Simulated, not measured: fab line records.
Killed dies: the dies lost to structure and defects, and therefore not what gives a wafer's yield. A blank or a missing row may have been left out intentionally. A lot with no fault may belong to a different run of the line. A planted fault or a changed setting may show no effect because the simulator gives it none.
fab line records    flow nand_harc
record: lots: 6  wafers: 18  last_day: 33
route steps=1302 shown A_M0@1164 A_M1@1169
lots untouched by any fault: they come from a run of this same line in which no faults occurred
start_h: the number of hours between the record's first day and the start of the first shown wafer of the lot    wait_h: hours since the lot's step before    " the same as in the row above    L1.1+2: one row covering several wafers at once    - no value present, or no start provided    * or withheld: withheld    < > ~ a bound
route shown NAME@n: NAME is a module with steps in the file, n the number in the route of the first one    usual: average and standard deviation across the fault-free wafers    same: alike in all rows    chamber/n: place in a boat    sites: each site's reading    _std_site: the values' standard deviation    _edge_site: inner sites' mean taken away from outer sites' mean    radius_mm: for every site, how far away it sits from the centre of the wafer    mask NAME#n: copy n    behind: the most recent tool/chamber to have shaped the wafer    hold: reason for holding the lot/hours on hold/outcome of the hold    device: names the non-switching transistor (n, p or np)    end of line: the route-end tests of the same wafers    where a step has no rows: the recipe by itself    killed: the dies lost at the first sort to structure and to defects; this is not the yield of the wafer    map: the dies of a wafer, with x for killed, . for not killed, _ for no die there
set.NAME: the setting the step ran with; set.NAME@STEP: the setting that earlier step ran with    model.NAME: the simulator's own value behind a step, which no gauge read
certain route steps with their lots: each step a table, each wafer a row
services: from which hour (start_h, from the record's first day; less than 0 if before it) a tool's chamber was out of use, for how many hours, and why
== steps ==
step: NHARC_A_M0_SRD_25
step: NHARC_A_M0_INSPECT_27
usual: raw_defect_count: 555/150
lot.wafer  tool               chamber  start_h  wait_h  raw_defect_count
L834.4     defect_inspect-01  -        556.29   0.0     467
L834.5     "                  -        "        "       533
L834.6     "                  -        "        "       468
L844.1     defect_inspect-02  -        645.32   0.0     538
L844.2     "                  -        "        "       483
L844.5     "                  -        "        "       616
L848.2     defect_inspect-02  -        677.90   0.0     409
L848.5     "                  -        "        "       407
L848.6     "                  -        "        "       440
L850.3     defect_inspect-02  -        721.07   0.0     667
L850.4     "                  -        "        "       730
L850.6     "                  -        "        "       733
L852.3     defect_inspect-02  -        728.45   0.0     469
L852.4     "                  -        "        "       585
L852.6     "                  -        "        "       522
L855.2     defect_inspect-01  -        740.53   0.0     549
L855.4     "                  -        "        "       465
L855.5     "                  -        "        "       492
step: NHARC_A_M0_PRE_CLEAN_31
recipe: time_s: 12  temp_c: 370  rf_power_w: 300  gas: NH3
usual: heater_power_w: 636/110
lot.wafer  tool      chamber  start_h  wait_h  heater_power_w
L834.4     pecvd-01  0        556.50   0.2     644
L834.6     "         1        "        "       644
L834.5     "         2        "        "       501
L844.2     pecvd-01  2        645.38   0.1     471
L844.1     "         1        "        "       695
L844.5     "         2        "        "       500
L848.2     pecvd-04  1        677.96   0.1     792
L848.5     "         1        "        "       768
L848.6     "         0        "        "       647
L850.3     pecvd-04  0        721.14   0.1     574
L850.6     "         0        "        "       571
L850.4     "         1        "        "       792
L852.3     pecvd-01  0        728.53   0.1     632
L852.4     "         2        "        "       443
L852.6     "         0        "        "       633
L855.2     pecvd-02  1        740.62   0.1     670
L855.5     "         2        "        "       656
L855.4     "         0        "        "       661
step: NHARC_A_M0_DEP_32
recipe: target_thk_a: 300  temp_c: 370  target_thk_nm: 30  pressure_torr: 3  flow_sccm: 200  rf_w: 450  material: SiCN
usual: chamber_pressure_Torr: 3.000/0.0064  heater_power_w: 593/110
lot.wafer  tool      chamber  start_h  wait_h  chamber_pressure_Torr  heater_power_w
L834.4     pecvd-01  0        556.67   0.2     3.001                  580
L834.6     "         1        "        "       2.991                  599
L834.5     "         2        "        "       3.002                  368
L844.2     pecvd-01  2        645.46   0.1     3.004                  454
L844.1     "         1        "        "       3.005                  563
L844.5     "         2        "        "       3.008                  466
L848.2     pecvd-04  1        678.04   0.1     3.006                  744
L848.5     "         1        "        "       3.007                  730
L848.6     "         0        "        "       2.996                  564
L850.3     pecvd-04  0        721.22   0.1     2.999                  595
L850.6     "         0        "        "       2.998                  591
L850.4     "         1        "        "       3.001                  709
L852.3     pecvd-01  0        728.64   0.1     2.990                  577
L852.4     "         2        "        "       2.998                  412
L852.6     "         0        "        "       3.011                  578
L855.2     pecvd-02  1        740.76   0.1     3.004                  651
L855.5     "         2        "        "       2.999                  661
L855.4     "         0        "        "       3.002                  669
step: NHARC_A_M1_DEP_00
recipe: target_thk_a: 1825  target_thk_nm: 182.5  temp_c: withheld  pressure_torr: 5  flow_sccm: 200  rf_w: 600  material: SiOC
step: NHARC_A_M1_DEHYDRATE_01
recipe: temp_c: 150  time_s: 120
step: NHARC_A_M1_HMDS_02
recipe: time_s: 30
step: NHARC_A_M1_COAT_34
recipe: temp_c: 200  time_s: 65
step: NHARC_A_M1_COAT_03
recipe: spin_rpm: 1500  resist_thk_nm: 90
step: NHARC_A_M1_SOFTBAKE_04
recipe: temp_c: 105  time_s: 55
step: NHARC_A_M1_EBR_05
step: NHARC_A_M1_EXPOSE_06
recipe: na: 1.35  target_cd_nm: 120  dose_mj: 75.13  mask_id: A_M1
usual: exposure_dose_mJ_cm2: 75.13/0.074  focus_offset_nm: 0.0/0.53
lot.wafer  tool             chamber  start_h  wait_h  mask    exposure_dose_mJ_cm2  focus_offset_nm
L834.4     arfi_scanner-03  0        557.52   -       A_M1#0  75.28                 0.3
L834.5     "                0        "        "       A_M1#0  75.25                 0.2
L834.6     "                0        "        "       A_M1#0  75.20                 0.5
L844.1     arfi_scanner-01  0        646.57   -       A_M1#0  75.14                 -0.2
L844.2     "                0        "        "       A_M1#0  75.13                 -0.2
L844.5     "                0        "        "       A_M1#0  75.17                 0.1
L848.2     arfi_scanner-01  0        679.15   -       A_M1#0  98.58                 0.2
L848.5     "                0        "        "       A_M1#0  98.55                 0.8
L848.6     "                0        "        "       A_M1#0  98.60                 0.4
L850.3     arfi_scanner-02  0        722.21   -       A_M1#0  75.11                 0.2
L850.4     "                0        "        "       A_M1#0  75.16                 0.5
L850.6     "                0        "        "       A_M1#0  75.10                 0.4
L852.3     arfi_scanner-01  0        729.71   -       A_M1#0  93.89                 -0.6
L852.4     "                0        "        "       A_M1#0  93.85                 -0.6
L852.6     "                0        "        "       A_M1#0  93.77                 -0.5
L855.2     arfi_scanner-02  0        741.78   -       A_M1#0  75.04                 -0.5
L855.4     "                0        "        "       A_M1#0  75.04                 -0.7
L855.5     "                0        "        "       A_M1#0  75.00                 -0.5
step: NHARC_A_M1_PEB_07
recipe: peb_temp_c: 100  peb_time_s: 65
step: NHARC_A_M1_DEVELOP_08
recipe: develop_time_s: 35  dev_temp_c: 23
step: NHARC_A_M1_CD_MEAS_09
recipe: target_cd_nm: 120  landing_energy_ev: 500
usual: cd_nm: 120.2/0.66
lot.wafer  tool       chamber  start_h  wait_h  cd_nm
L834.4     cd_sem-02  0        557.65   -       119.8
L834.5     "          0        "        "       120.1
L834.6     "          0        "        "       119.3
L844.1     cd_sem-03  0        646.70   -       120.2
L844.2     "          0        "        "       119.9
L844.5     "          0        "        "       120.5
L848.2     cd_sem-02  0        679.29   -       137.1
L848.5     "          0        "        "       135.9
L848.6     "          0        "        "       135.4
L850.3     cd_sem-01  0        722.34   -       120.6
L850.4     "          0        "        "       120.9
L850.6     "          0        "        "       120.4
L852.3     cd_sem-03  0        729.85   -       134.1
L852.4     "          0        "        "       133.5
L852.6     "          0        "        "       134.2
L855.2     cd_sem-03  0        741.92   -       120.4
L855.4     "          0        "        "       120.1
L855.5     "          0        "        "       120.8
step: NHARC_A_M1_OVL_MEAS_10
recipe: pitch_nm: 240
usual: overlay_x_nm: 0.0/0.86  overlay_y_nm: -0.1/0.96
lot.wafer  tool        chamber  start_h  wait_h  overlay_x_nm  overlay_y_nm
L834.4     overlay-01  -        557.73   -       0.7           -0.2
L834.5     "           -        "        "       1.6           0.2
L834.6     "           -        "        "       0.9           -0.3
L844.1     overlay-02  -        646.79   -       0.2           2.7
L844.2     "           -        "        "       0.3           2.4
L844.5     "           -        "        "       0.6           2.5
L848.2     overlay-02  -        679.38   -       0.4           0.1
L848.5     "           -        "        "       0.5           -0.2
L848.6     "           -        "        "       1.0           -0.2
L850.3     overlay-01  -        722.43   -       -1.0          -0.4
L850.4     "           -        "        "       -1.1          -0.2
L850.6     "           -        "        "       -1.2          -0.2
L852.3     overlay-01  -        729.93   -       -0.1          -0.2
L852.4     "           -        "        "       -0.6          -1.2
L852.6     "           -        "        "       -0.6          -1.2
L855.2     overlay-01  -        742.01   -       -1.0          -1.2
L855.4     "           -        "        "       -0.7          -1.0
L855.5     "           -        "        "       -0.7          -1.2
step: NHARC_A_M1_INSPECT_11
usual: raw_defect_count: 80/38
lot.wafer  tool               chamber  start_h  wait_h  raw_defect_count
L834.4     defect_inspect-02  -        557.77   0.0     28
L834.5     "                  -        "        "       29
L834.6     "                  -        "        "       28
L844.1     defect_inspect-01  -        646.83   0.0     101
L844.2     "                  -        "        "       97
L844.5     "                  -        "        "       79
L848.2     defect_inspect-02  -        679.41   0.0     58
L848.5     "                  -        "        "       56
L848.6     "                  -        "        "       56
L850.3     defect_inspect-01  -        722.46   0.0     128
L850.4     "                  -        "        "       116
L850.6     "                  -        "        "       121
L852.3     defect_inspect-02  -        729.97   0.0     90
L852.4     "                  -        "        "       81
L852.6     "                  -        "        "       98
L855.2     defect_inspect-01  -        742.04   0.0     96
L855.4     "                  -        "        "       97
L855.5     "                  -        "        "       103
step: NHARC_A_M1_DESCUM_14
recipe: time_s: 3  o2_flow_sccm: 200  ar_flow_sccm: 0  bias_power_w: 0  chemistry: O2
usual: drypump_motor_current_A: 5.9/0.42  oes_product_au: 0.999/0.01  rf_vpp_V: 57.8/0.89  showerhead_plenum_p_Torr: 1.93/0.097  throttle_valve_pct: 11.311/0.0087
lot.wafer  tool         chamber  start_h  wait_h  drypump_motor_current_A  oes_product_au  rf_hours_counter_h  rf_vpp_V  showerhead_plenum_p_Torr  throttle_valve_pct  model.A_M1.cd_nm
L834.4     rie_diel-08  3        557.83   0.1     5.9                      1.008           0.7                 57.8      2.01                      11.304              120.9
L834.6     "            3        "        "       5.9                      1.021           -                   57.5      2.01                      11.313              120.5
L834.5     "            0        "        "       5.5                      1.007           -                   57.8      1.91                      11.313              121.6
L844.2     rie_diel-05  1        646.90   0.1     5.2                      0.986           3.0                 57.4      2.00                      11.307              120.7
L844.1     "            3        "        "       6.4                      0.996           3.4                 59.4      1.85                      11.314              119.3
L844.5     "            1        "        "       5.2                      0.984           -                   57.2      2.00                      11.303              120.9
L848.2     rie_diel-11  2        679.48   0.1     5.9                      1.007           2.3                 57.9      1.78                      11.308              137.2
L848.6     "            1        "        "       6.0                      1.004           -                   58.5      1.90                      11.314              134.5
L848.5     "            2        "        "       5.9                      1.009           -                   56.1      1.78                      11.301              136.1
L850.4     rie_diel-05  0        722.52   0.1     6.5                      0.980           8.3                 58.3      1.83                      11.321              121.4
L850.3     "            1        "        "       5.2                      0.985           7.5                 57.5      2.00                      11.309              120.5
L850.6     "            1        "        "       5.2                      0.982           -                   57.5      2.00                      11.305              120.6
L852.4     rie_diel-11  1        730.03   0.1     6.0                      1.005           3.4                 56.8      1.90                      11.315              133.6
L852.3     "            0        "        "       5.4                      1.003           3.4                 58.5      2.05                      11.309              134.2
L852.6     "            2        "        "       5.9                      1.006           -                   55.6      1.78                      11.312              135.1
L855.2     rie_diel-11  3        742.10   0.1     6.3                      1.009           3.5                 58.3      2.05                      11.315              120.5
L855.4     "            2        "        "       5.9                      1.006           3.7                 57.8      1.78                      11.310              120.7
L855.5     "            0        "        "       5.4                      0.995           -                   57.7      2.05                      11.309              121.2
step: NHARC_A_M1_ETCH_35
recipe: target_depth_a: 400  overetch_a: 120  time_s: 43.94  ion_energy_ev: 200  n2_flow_sccm: 150  h2_flow_sccm: 150  ar_flow_sccm: 0  rf_w: 400  bias_w: 150  chemistry: N2/H2
usual: drypump_motor_current_A: 5.9/0.43  n2_flow_sccm: 150.0/0.44  oes_product_au: 0.997/0.011  rf_vpp_V: 431.1/3  showerhead_plenum_p_Torr: 2.06/0.11  throttle_valve_pct: 14.170/0.0085
lot.wafer  tool         chamber  start_h  wait_h  drypump_motor_current_A  n2_flow_sccm  oes_product_au  rf_hours_counter_h  rf_vpp_V  showerhead_plenum_p_Torr  throttle_valve_pct
L834.4     rie_diel-08  0        557.93   0.1     5.5                      149.3         1.007           0.5                 430.3     2.03                      14.161
L834.6     "            1        "        "       5.3                      150.6         0.977           -                   429.3     1.94                      14.172
L834.5     "            2        "        "       6.0                      150.5         0.998           -                   432.3     2.04                      14.167
L844.1     rie_diel-05  3        646.99   0.1     6.4                      150.5         1.009           3.4                 428.7     1.97                      14.166
L844.2     "            0        "        "       6.6                      150.7         0.977           2.9                 428.4     1.95                      14.176
L844.5     "            2        "        "       5.7                      150.1         1.003           -                   434.0     2.10                      14.178
L848.2     rie_diel-11  0        679.56   0.1     5.4                      150.1         1.004           2.1                 434.4     2.19                      14.149
L848.5     "            3        "        "       6.3                      150.0         1.009           -                   434.3     2.19                      14.157
L848.6     "            0        "        "       5.4                      149.9         1.014           -                   433.9     2.19                      14.166
L850.4     rie_diel-05  1        722.62   0.1     5.2                      149.4         0.992           7.6                 433.3     2.14                      14.186
L850.3     "            3        "        "       6.4                      150.4         1.004           8.8                 427.8     1.96                      14.189
L850.6     "            1        "        "       5.2                      150.4         0.998           -                   433.6     2.14                      14.172
L852.4     rie_diel-11  1        730.12   0.1     6.0                      150.8         0.992           3.4                 428.7     2.02                      14.162
L852.3     "            2        "        "       5.9                      149.1         1.000           3.5                 425.1     1.90                      14.177
L852.6     "            1        "        "       6.0                      150.2         0.997           -                   431.3     2.02                      14.170
L855.4     rie_diel-11  0        742.20   0.1     5.4                      150.2         0.997           3.7                 436.1     2.19                      14.166
L855.2     "            1        "        "       6.0                      150.3         0.997           3.7                 430.8     2.02                      14.174
L855.5     "            0        "        "       5.4                      149.9         0.996           -                   434.1     2.19                      14.182
step: NHARC_A_M1_ETCH_15
recipe: target_depth_a: 1825  time_s: 91.2  c4f8_flow_sccm: withheld  ar_flow_sccm: 400  rf_w: 600  bias_w: 300  chemistry: C4F8/Ar
usual: oes_product_au: 0.948/0.021  rf_vpp_V: 441/3.1
lot.wafer  tool         chamber  start_h  wait_h  oes_product_au  rf_hours_counter_h  rf_vpp_V
L834.4     rie_diel-08  3        -        -       0.968           0.7                 443
L834.5     "            2        "        "       0.972           -                   440
L834.6     "            3        "        "       0.967           -                   443
L844.2     rie_diel-05  2        -        -       0.977           3.5                 443
L844.1     "            3        "        "       0.977           3.4                 440
L844.5     "            1        "        "       0.959           -                   443
L848.2     rie_diel-11  1        -        -       0.967           2.3                 442
L848.6     "            3        "        "       0.981           -                   445
L848.5     "            0        "        "       0.980           -                   446
L850.4     rie_diel-05  3        -        -       0.975           8.9                 438
L850.3     "            1        "        "       0.943           7.6                 444
L850.6     "            0        "        "       0.930           -                   439
L852.4     rie_diel-11  2        -        -       0.960           3.5                 437
L852.3     "            3        "        "       0.989           3.4                 444
L852.6     "            0        "        "       0.973           -                   445
L855.4     rie_diel-11  3        -        -       0.936           3.6                 445
L855.2     "            0        "        "       0.919           3.7                 446
L855.5     "            2        "        "       0.931           -                   437
step: NHARC_A_M1_CD_MEAS_16
usual: cd_nm: 120.2/0.97
lot.wafer  tool       chamber  start_h  wait_h  cd_nm
L834.4     cd_sem-01  -        558.14   -       121.1
L834.5     "          -        "        "       121.4
L834.6     "          -        "        "       120.5
L844.1     cd_sem-01  -        647.20   -       119.5
L844.2     "          -        "        "       120.6
L844.5     "          -        "        "       121.2
L848.2     cd_sem-01  -        679.78   -       135.9
L848.5     "          -        "        "       135.8
L848.6     "          -        "        "       133.2
L850.3     cd_sem-02  -        722.83   -       121.0
L850.4     "          -        "        "       121.3
L850.6     "          -        "        "       120.7
L852.3     cd_sem-01  -        730.34   -       134.3
L852.4     "          -        "        "       133.2
L852.6     "          -        "        "       134.5
L855.2     cd_sem-03  -        742.42   -       120.0
L855.4     "          -        "        "       120.0
L855.5     "          -        "        "       120.0
step: NHARC_A_M1_STRIP_18
recipe: power_w: 1000  n2_flow_sccm: 150  h2_flow_sccm: 150  ar_flow_sccm: 0  bias_w: 0  chemistry: N2/H2
usual: drypump_motor_current_A: 5.8/0.38  n2_flow_sccm: 149.9/0.49  oes_product_au: 0.998/0.01  rf_vpp_V: 90.8/1.1  showerhead_plenum_p_Torr: 2.06/0.099  throttle_valve_pct: 14.171/0.0092
lot.wafer  tool         chamber  start_h  wait_h  drypump_motor_current_A  n2_flow_sccm  oes_product_au  rf_hours_counter_h  rf_vpp_V  showerhead_plenum_p_Torr  throttle_valve_pct
L834.4     rie_diel-11  1        558.26   0.1     6.0                      149.7         1.000           3.0                 90.5      2.02                      14.162
L834.6     "            3        "        "       6.3                      149.7         1.007           -                   92.1      2.19                      14.179
L834.5     "            0        "        "       5.4                      150.3         0.994           -                   91.4      2.19                      14.169
L844.2     rie_diel-11  1        647.27   0.1     6.0                      149.2         1.010           1.0                 90.5      2.02                      14.183
L844.1     "            3        "        "       6.3                      150.1         1.021           0.9                 92.1      2.19                      14.174
L844.5     "            2        "        "       5.9                      149.9         1.015           -                   90.3      1.90                      14.191
L848.2     rie_diel-05  3        679.88   0.1     6.4                      150.2         1.002           6.1                 90.1      1.97                      14.174
L848.5     "            2        "        "       5.7                      150.3         0.987           -                   90.7      2.10                      14.164
L848.6     "            3        "        "       6.4                      149.1         0.996           -                   90.2      1.97                      14.163
L850.3     rie_diel-11  2        722.96   0.1     5.9                      150.3         1.011           3.3                 88.4      1.90                      14.172
L850.4     "            3        "        "       6.3                      150.7         1.006           3.0                 91.3      2.19                      14.187
L850.6     "            1        "        "       6.0                      150.0         0.973           -                   91.8      2.02                      14.186
L852.3     rie_diel-11  0        730.40   0.1     5.4                      150.5         0.992           3.5                 91.6      2.19                      14.172
L852.4     "            1        "        "       6.0                      150.3         0.998           3.5                 91.4      2.02                      14.171
L852.6     "            0        "        "       5.4                      150.2         0.998           -                   91.6      2.19                      14.166
L855.2     rie_diel-05  0        742.54   0.1     6.5                      150.2         0.982           10.7                89.7      1.94                      14.185
L855.4     "            1        "        "       5.2                      149.8         0.988           10.1                92.9      2.14                      14.162
L855.5     "            3        "        "       6.4                      149.9         1.021           -                   88.6      1.96                      14.156
step: NHARC_A_M1_ETCH_28
recipe: target_depth_a: 300  over_etch_frac: 0.3  time_s: 72.99  ion_energy_ev: 150  cf4_flow_sccm: 50  n2_flow_sccm: 100  ar_flow_sccm: 150  rf_w: 300  bias_w: 100  chemistry: CF4/N2
usual: drypump_motor_current_A: 5.8/0.39  n2_flow_sccm: 100.01/0.29  oes_product_au: 0.997/0.011  rf_vpp_V: 314.6/2.1  showerhead_plenum_p_Torr: 2.65/0.12  throttle_valve_pct: 19.794/0.0096
same: over_etch_frac: 0.3
lot.wafer  tool         chamber  start_h  wait_h  drypump_motor_current_A  n2_flow_sccm  oes_product_au  rf_hours_counter_h  rf_vpp_V  showerhead_plenum_p_Torr  throttle_valve_pct  model.A_M1.cd_nm
L834.4     rie_diel-11  0        -        -       5.4                      99.99         1.004           3.2                 316.2     2.81                      19.778              120.5
L834.5     "            3        "        "       6.3                      99.96         0.995           -                   317.4     2.80                      19.800              121.9
L834.6     "            0        "        "       5.4                      99.85         0.990           -                   316.0     2.81                      19.790              119.7
L844.2     rie_diel-11  2        -        -       5.9                      100.09        1.010           1.2                 311.8     2.46                      19.795              119.9
L844.1     "            0        "        "       5.4                      99.89         0.991           0.9                 316.5     2.81                      19.788              118.6
L844.5     "            1        "        "       6.0                      99.69         1.000           -                   313.6     2.61                      19.798              120.4
L848.2     rie_diel-05  3        -        -       6.4                      100.47        1.005           6.1                 313.1     2.54                      19.793              135.3
L848.6     "            2        "        "       5.8                      100.11        1.001           -                   317.2     2.70                      19.791              132.5
L848.5     "            3        "        "       6.4                      100.85        0.996           -                   314.1     2.54                      19.808              135.1
L850.3     rie_diel-11  0        -        -       5.4                      99.86         0.998           3.1                 317.4     2.81                      19.777              121
L850.4     "            2        "        "       5.9                      99.62         1.004           3.3                 311.1     2.46                      19.793              120.7
L850.6     "            1        "        "       6.0                      100.05        0.991           -                   315.3     2.60                      19.807              120.6
L852.3     rie_diel-11  1        -        -       6.0                      100.08        0.989           3.6                 314.1     2.60                      19.792              134.3
L852.4     "            2        "        "       5.9                      100.08        0.998           3.6                 311.9     2.46                      19.796              132.6
L852.6     "            1        "        "       6.0                      100.03        0.982           -                   314.0     2.60                      19.799              134.2
L855.2     rie_diel-05  3        -        -       6.4                      100.59        1.009           10.9                312.8     2.54                      19.800              119.8
L855.4     "            2        "        "       5.7                      99.95         1.012           9.4                 315.3     2.70                      19.784              119.7
L855.5     "            0        "        "       6.6                      99.97         0.986           -                   311.5     2.51                      19.801              118.3
step: NHARC_A_M1_STRIP_19
recipe: time_s: 600  temp_c: 30  chemistry: post_etch_residue_remover
== services ==
tool             chamber  start_h  hours  kind
rie_diel-08      -        544.80   9.0    pm
arfi_scanner-01  -        557.43   0.2    repair
rie_diel-08      2        559.72   1.6    repair
arfi_scanner-02  -        563.63   0.3    repair
rie_diel-05      2        569.75   7.2    repair
pecvd-04         2        581.28   10.2   repair
rie_diel-05      -        583.60   9.0    pm
pecvd-02         -        589.20   13.0   pm
arfi_scanner-01  -        596.00   4.0    pm
pecvd-02         -        609.10   0.8    repair
rie_diel-11      -        609.50   9.0    pm
pecvd-04         1        612.02   3.6    repair
rie_diel-08      2        617.62   14.2   repair
rie_diel-11      3        621.92   5.1    repair
pecvd-04         -        631.26   13.0   pm
rie_diel-11      1        634.95   1.9    repair
rie_diel-08      0        656.34   8.3    repair
arfi_scanner-01  -        665.47   1.3    repair
arfi_scanner-02  -        666.82   4.0    pm
rie_diel-05      2        671.64   5.2    repair
arfi_scanner-02  -        671.85   0.6    repair
pecvd-01         -        673.04   13.0   pm
rie_diel-08      -        721.80   9.0    pm
arfi_scanner-01  -        731.95   3.0    repair
== key ==
first_sign: step: NHARC_A_M1_EXPOSE_06  reading: exposure_dose_mJ_cm2  direction: up  sigmas: 99+  usual: 75.13  struck: 96.21
effect: step: NHARC_A_M1_CD_MEAS_09  reading: cd_nm  direction: up  sigmas: 23  usual: 120.2  struck: 135.0  through: control_loop
effect: step: NHARC_A_M1_CD_MEAS_16  reading: cd_nm  direction: up  sigmas: 15  usual: 120.2  struck: 134.5  through: control_loop
model_effect: step: NHARC_A_M1_DESCUM_14  value: A_M1.cd_nm  without: 120.4  struck: 135.1
model_effect: step: NHARC_A_M1_ETCH_28  value: A_M1.cd_nm  without: 119.3  struck: 134
met_at NHARC_A_M1_EXPOSE_06
struck_wafers L848.2,L848.5,L848.6,L852.3,L852.4,L852.6
loop_trim: step: NHARC_A_M1_EXPOSE_06  setting: dose  lots: L852
onset_between 646.57 679.15
fault: kind: process_parameter_drift  tool: arfi_scanner-01  chamber: -  onset_h: 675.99  steps: NHARC_A_M1_EXPOSE_06  channel: dose_mj  offset: 23.398  shape: step  acts_in: these_recipes_only  stated: 75.13
loop_trim: a control loop set the setting to another value than it would have without faults
